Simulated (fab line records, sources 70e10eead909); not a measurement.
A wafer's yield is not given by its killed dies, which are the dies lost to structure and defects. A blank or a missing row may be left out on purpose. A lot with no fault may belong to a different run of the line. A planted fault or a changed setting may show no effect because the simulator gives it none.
Matching of chambers    flow nand harc    NHARC_A_CHANNEL_FILL_D1_ALD_25 on ald hk-03: 4 sister chambers
The step deposits SiOx, target thk 60 nm, pulse time 10 s, ald cycles 600. 8 wafers are shown with their chamber, then 8 later ones without.

WAFERS WITH THEIR CHAMBER
wafer   chamber  heater power w (W)  precursor pulse height rel
L078.2  0        425                 0.994
L081.3  3        476                 1.011
L081.5  1        505                 0.967
L085.2  0        407                 1.001
L085.4  1        508                 1.012
L087.3  3        485                 1.011
L087.6  2        509                 1.027
L090.2  2        500                 1.035

WAFERS WITH NO CHAMBER GIVEN
wafer   heater power w (W)  precursor pulse height rel
L090.3  511                 1.016
L090.5  503                 1.003
L094.1  531                 0.985
L094.2  509                 1.025
L094.4  439                 0.985
L096.2  456                 0.989
L096.3  420                 1.003
L096.5  428                 1.025

WHICH CHAMBER EACH WENT THROUGH
wafer   from the rows above           in truth
L090.3  can't be placed: 2 or 1       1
L090.5  can't be placed: 1 or 2 or 3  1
L094.1  can't be placed: 1 or 2       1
L094.2  can't be placed: 2 or 1       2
L094.4  0                             0
L096.2  can't be placed: 3 or 0       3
L096.3  0                             0
L096.5  0                             0
Placed correctly: 3 of 8. Not placeable from these rows: 5 (in 5, the candidates include the true chamber). Number placed wrongly: 0.
How it was worked out, from the rows above alone: a wafer's distance from a chamber is the root of the sum, over the readings, of the square of ((its reading less the chamber's mean) divided by the reading's scatter). The wafer belongs to the nearest chamber; if the next one is less than 2 further off, it can't be placed. For every chamber, the mean is computed from those of its wafers that are shown. The scatter: the root of (the sum of the squares of (reading less its chamber's mean) over the shown wafers, divided by (wafers less chambers)).
